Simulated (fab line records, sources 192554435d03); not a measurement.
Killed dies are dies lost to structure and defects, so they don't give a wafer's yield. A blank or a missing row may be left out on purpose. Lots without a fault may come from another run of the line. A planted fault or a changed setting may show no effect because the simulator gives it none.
Chamber matching | flow n5_finfet | N5_MOL_CONTACT_COAG_ETCHBACK_135 on rie_diel-04: 4 sister chambers
The step etches SiO2 in CHF3, target depth 25 nm, time 16.7 s. 16 wafers are shown with their chamber, then 8 later ones without.

WAFERS WITH THEIR CHAMBER
wafer  | chamber | drypump_motor_current_A (A) | throttle_valve_pct (%) | oes_product_au (a.u.)
L075.1 | 2       | 6.5                         | 19.03                  | 0.69
L075.2 | 1       | 5.6                         | 18.62                  | 0.71
L075.4 | 0       | 5.6                         | 19.14                  | 0.71
L080.2 | 0       | 5.6                         | 19.16                  | 0.70
L080.5 | 1       | 5.6                         | 18.66                  | 0.70
L080.6 | 3       | 5.7                         | 18.48                  | 0.76
L086.2 | 1       | 5.6                         | 18.66                  | 0.69
L086.5 | 0       | 5.6                         | 19.18                  | 0.68
L086.6 | 1       | 5.6                         | 18.68                  | 0.70
L088.1 | 1       | 5.6                         | 18.68                  | 0.70
L088.3 | 2       | 6.5                         | 18.62                  | 0.96
L088.4 | 3       | 5.6                         | 18.51                  | 0.74
L090.1 | 1       | 5.6                         | 18.70                  | 0.68
L090.3 | 2       | 6.5                         | 18.65                  | 0.93
L090.5 | 2       | 6.5                         | 18.66                  | 0.92
L092.1 | 1       | 5.6                         | 18.70                  | 0.69

SIGNATURES (means of the wafers above)
reading                 | chamber 0 | chamber 1 | chamber 2 | chamber 3 | scatter within a chamber
drypump_motor_current_A | 5.600     | 5.600     | 6.500     | 5.650     | 0.0204
throttle_valve_pct      | 19.1600   | 18.6714   | 18.7400   | 18.4950   | 0.0996
oes_product_au          | 0.6967    | 0.6957    | 0.8750    | 0.7500    | 0.0631
Rule: a wafer's distance from a chamber is the root of the sum, over the readings, of the square of ((its reading less the chamber's mean) divided by the reading's scatter). The wafer belongs to the nearest chamber; if the next one is less than 2 further off, it can't be placed. The scatter: the root of (the sum of the squares of (reading less its chamber's mean) over the shown wafers, divided by (wafers less chambers)).

WAFERS WITHOUT THEIR CHAMBER
wafer  | drypump_motor_current_A (A) | throttle_valve_pct (%) | oes_product_au (a.u.)
L092.2 | 5.6                         | 18.52                  | 0.73
L092.3 | 6.5                         | 18.64                  | 0.91
L096.2 | 6.5                         | 18.68                  | 0.89
L096.4 | 5.7                         | 18.52                  | 0.73
L096.6 | 5.6                         | 18.69                  | 0.69
L097.3 | 5.6                         | 18.81                  | 0.95
L097.4 | 6.5                         | 18.69                  | 0.90
L097.5 | 5.6                         | 18.81                  | 0.94

WHICH CHAMBER EACH WENT THROUGH
wafer  | from the rows above          | in truth
L092.2 | can't be placed: 1 or 3      | 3
L092.3 | 2                            | 2
L096.2 | 2                            | 2
L096.4 | 3                            | 3
L096.6 | 1                            | 1
L097.3 | can't be placed: 1 or 3 or 0 | 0
L097.4 | 2                            | 2
L097.5 | can't be placed: 1 or 3 or 0 | 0
Placed correctly: 5 of 8. Can't be placed from these rows: 3 (the true chamber is among the candidates in 3). Placed wrongly: 0.
